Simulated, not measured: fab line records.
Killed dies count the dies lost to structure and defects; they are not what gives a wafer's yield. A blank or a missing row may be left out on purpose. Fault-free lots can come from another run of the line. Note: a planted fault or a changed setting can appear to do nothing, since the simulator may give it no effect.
The tool behind it: which one? | flow nand-harc | 13 lots with 38 wafers sampled at 5 steps, on a route of 1159 steps

== WHAT EACH GAUGE READ, for each wafer ==
NHARC_END_SORT_01. Usual: killed-at-array 28, standard deviation 11; killed-at-other 0.6, standard deviation 0.85; killed-at-periphery 2.8, standard deviation 2.3; killed-dies 31, standard deviation 11; killed-open 3.1, standard deviation 1.6; killed-short 2.0, standard deviation 1.4.
lot  | measured     | on        | killed-at-array | killed-at-other | killed-at-periphery | killed-dies | killed-open | killed-short | flag
L846 | day 20 04:07 | prober-01 | 585 31 34       | 0 1 0           | 1 3 0               | 586 35 34   | 3 4 5       | 0 1 0        | OFF

== WHICH TOOL RAN EACH LOT (tool, then ch and the chambers of the sampled wafers, then the start) ==
lot  | NHARC_A_CHANNEL_HOLE_D1_DEP_01  | NHARC_THIN_TSV_ETCHBACK_48         | NHARC_THIN_TSV_STRIP_62              | NHARC_THIN_TSV_PRE_CLEAN_54
L843 | pecvd-02 ch 0,1,2, day 8 09:13  | rie-diel-06 ch 2,3, day 18 22:49   | plasma-asher-01 ch 0,1, day 18 23:13 | pvd-sputter-02, day 19 01:26
L844 | pecvd-02 ch 0,1,2, day 8 10:53  | rie-diel-12 ch 0,1,3, day 18 20:44 | plasma-asher-02 ch 0,1, day 18 21:38 | pvd-sputter-02, day 18 23:56
L846 | pecvd-02 ch 0,2, day 9 04:41    | rie-diel-11 ch 0,1, day 19 03:32   | plasma-asher-01 ch 0,1, day 19 04:01 | pvd-sputter-01, day 19 06:14
L848 | pecvd-02 ch 0, day 9 05:53      | rie-diel-11 ch 1, day 19 05:01     | plasma-asher-01 ch 1, day 19 05:28   | pvd-sputter-03, day 19 07:40
L847 | pecvd-03 ch 0,1, day 9 06:29    | rie-diel-06 ch 0,1,2, day 20 10:59 | plasma-asher-02 ch 0,1, day 20 11:22 | pvd-sputter-03, day 20 13:35
L857 | pecvd-04 ch 0,1,2, day 11 22:42 | rie-diel-12 ch 0,3, day 22 15:11   | plasma-asher-02 ch 1, day 22 15:32   | pvd-sputter-02, day 22 17:47
L859 | pecvd-02 ch 0,1, day 11 23:40   | rie-diel-06 ch 0,2,3, day 23 04:29 | plasma-asher-01 ch 0,1, day 23 04:52 | pvd-sputter-03, day 23 07:17
L858 | pecvd-04 ch 0,1,2, day 11 23:57 | rie-diel-06 ch 1,3, day 23 03:20   | plasma-asher-02 ch 0,1, day 23 03:42 | pvd-sputter-01, day 23 06:03
L861 | pecvd-04 ch 0,1, day 12 14:00   | rie-diel-06 ch 0,1,2, day 22 16:22 | plasma-asher-02 ch 0,1, day 22 16:48 | pvd-sputter-02, day 22 19:05
L862 | pecvd-02 ch 0,2, day 12 21:10   | rie-diel-06 ch 1,3, day 23 15:08   | plasma-asher-01 ch 1, day 23 16:05   | pvd-sputter-01, day 23 18:21
L863 | pecvd-02 ch 0,2, day 13 05:34   | rie-diel-11 ch 2,3, day 24 02:13   | plasma-asher-01 ch 1, day 24 02:50   | pvd-sputter-02, day 24 05:04
L864 | pecvd-02 ch 0,1, day 13 05:44   | rie-diel-11 ch 0,1,2, day 24 09:27 | plasma-asher-01 ch 0,1, day 24 09:49 | pvd-sputter-03, day 24 12:05
L866 | pecvd-02 ch 0,1,2, day 14 01:55 | rie-diel-11 ch 1,3, day 24 08:02   | plasma-asher-01 ch 0,1, day 24 08:25 | pvd-sputter-01, day 24 10:44
- NHARC_A_CHANNEL_HOLE_D1_DEP_01: deposits SiON, target thk 140 nm.
- NHARC_THIN_TSV_ETCHBACK_48: etches the open film in C4F8/Ar, target depth 1028.5 nm, time 405.17 s.
- NHARC_THIN_TSV_STRIP_62: strips in N2/H2, time 20 s.
- NHARC_THIN_TSV_PRE_CLEAN_54: time 30 s.

== WHAT THE TOOLS THEMSELVES READ (means of the sampled wafers that have a number; where no wafer has one, the mark that the record gives instead) ==
NHARC_A_CHANNEL_HOLE_D1_DEP_01. Usual: 784 W for heater-power-w, sd 110.
lot  | tool     | heater-power-w (W) | flag
L843 | pecvd-02 | 767                |
L844 | pecvd-02 | 780                |
L846 | pecvd-02 | 816                |
L848 | pecvd-02 | 686                |
L847 | pecvd-03 | 813                |
L857 | pecvd-04 | 815                |
L859 | pecvd-02 | 719                |
L858 | pecvd-04 | 813                |
L861 | pecvd-04 | 816                |
L862 | pecvd-02 | 783                |
L863 | pecvd-02 | 825                |
L864 | pecvd-02 | 704                |
L866 | pecvd-02 | 759                |

NHARC_THIN_TSV_ETCHBACK_48. Usual: oes-product-au 0.95 a.u., standard deviation 0.034; rf-vpp-V 547 V, standard deviation 3.6.
lot  | tool        | oes-product-au (a.u.) | rf-vpp-V (V) | flag
L843 | rie-diel-06 | 0.99                  | 548          |
L844 | rie-diel-12 | 1.01                  | 546          |
L846 | rie-diel-11 | 0.92                  | 544          |
L848 | rie-diel-11 | 0.92                  | 547          |
L847 | rie-diel-06 | 0.92                  | 549          |
L857 | rie-diel-12 | 1.00                  | 549          |
L859 | rie-diel-06 | 0.96                  | 549          |
L858 | rie-diel-06 | 0.97                  | 551          |
L861 | rie-diel-06 | 0.92                  | 549          |
L862 | rie-diel-06 | 0.92                  | 552          |
L863 | rie-diel-11 | 1.00                  | 544          |
L864 | rie-diel-11 | 0.99                  | 545          |
L866 | rie-diel-11 | 0.97                  | 545          |

NHARC_THIN_TSV_STRIP_62. Usual: drypump-motor-current-A 5.5 A, standard deviation 0.42; heater-power-w 369 W, standard deviation 27.
lot  | tool            | drypump-motor-current-A (A) | heater-power-w (W) | flag
L843 | plasma-asher-01 | 5.2                         | 356                |
L844 | plasma-asher-02 | 5.9                         | 383                |
L846 | plasma-asher-01 | 5.2                         | 341                |
L848 | plasma-asher-01 | 5.1                         | 325                |
L847 | plasma-asher-02 | 5.8                         | 381                |
L857 | plasma-asher-02 | 5.2                         | 397                |
L859 | plasma-asher-01 | 5.2                         | 338                |
L858 | plasma-asher-02 | 5.5                         | 393                |
L861 | plasma-asher-02 | 5.5                         | 386                |
L862 | plasma-asher-01 | 5.1                         | 324                |
L863 | plasma-asher-01 | 5.1                         | 326                |
L864 | plasma-asher-01 | 5.2                         | 344                |
L866 | plasma-asher-01 | 5.2                         | 341                |

NHARC_THIN_TSV_PRE_CLEAN_54. Usual: 410 W for heater-power-w, sd 44.
lot  | tool           | heater-power-w (W) | flag
L843 | pvd-sputter-02 | 399                |
L844 | pvd-sputter-02 | 394                |
L846 | pvd-sputter-01 | 421                |
L848 | pvd-sputter-03 | 412                |
L847 | pvd-sputter-03 | 408                |
L857 | pvd-sputter-02 | 392                |
L859 | pvd-sputter-03 | 407                |
L858 | pvd-sputter-01 | 456                |
L861 | pvd-sputter-02 | 359                |
L862 | pvd-sputter-01 | 440                |
L863 | pvd-sputter-02 | 370                |
L864 | pvd-sputter-03 | 374                |
L866 | pvd-sputter-01 | 459                |

== THE ANSWER, worked out from the rows above alone ==
Rule: take the mean of a lot's wafers that have a number; if it is more than 3 standard deviations from the usual mean, the lot is off. Also off: a lot with no number at a reading for which 4 or more lots have one. The other lots that the step has rows for count as sound. First the gauges in route order, then the tools' own readings, where a lot's mean is used as printed above. The first step at which some lot is off is used, and at that step the reading that is off furthest; a lot without a number counts as furthest.
Off, at NHARC_END_SORT_01 on killed-at-array: L846. Neither off nor sound, because the step has no rows for them: L843, L844, L848, L847, L857, L859, L858, L861, L862, L863, L864, L866.
If a tool, at a process step before that reading, ran all the lots that are off and no sound lot after the first of them, it fits. Gauges at NHARC_END_SORT_01: tried the same way as those tools. Can't be told from this: 5 tools fit, pecvd-02 at NHARC_A_CHANNEL_HOLE_D1_DEP_01, rie-diel-11 at NHARC_THIN_TSV_ETCHBACK_48, plasma-asher-01 at NHARC_THIN_TSV_STRIP_62, pvd-sputter-01 at NHARC_THIN_TSV_PRE_CLEAN_54, prober-01 at NHARC_END_SORT_01.

== WHAT THE SIMULATOR HAD PUT IN ==
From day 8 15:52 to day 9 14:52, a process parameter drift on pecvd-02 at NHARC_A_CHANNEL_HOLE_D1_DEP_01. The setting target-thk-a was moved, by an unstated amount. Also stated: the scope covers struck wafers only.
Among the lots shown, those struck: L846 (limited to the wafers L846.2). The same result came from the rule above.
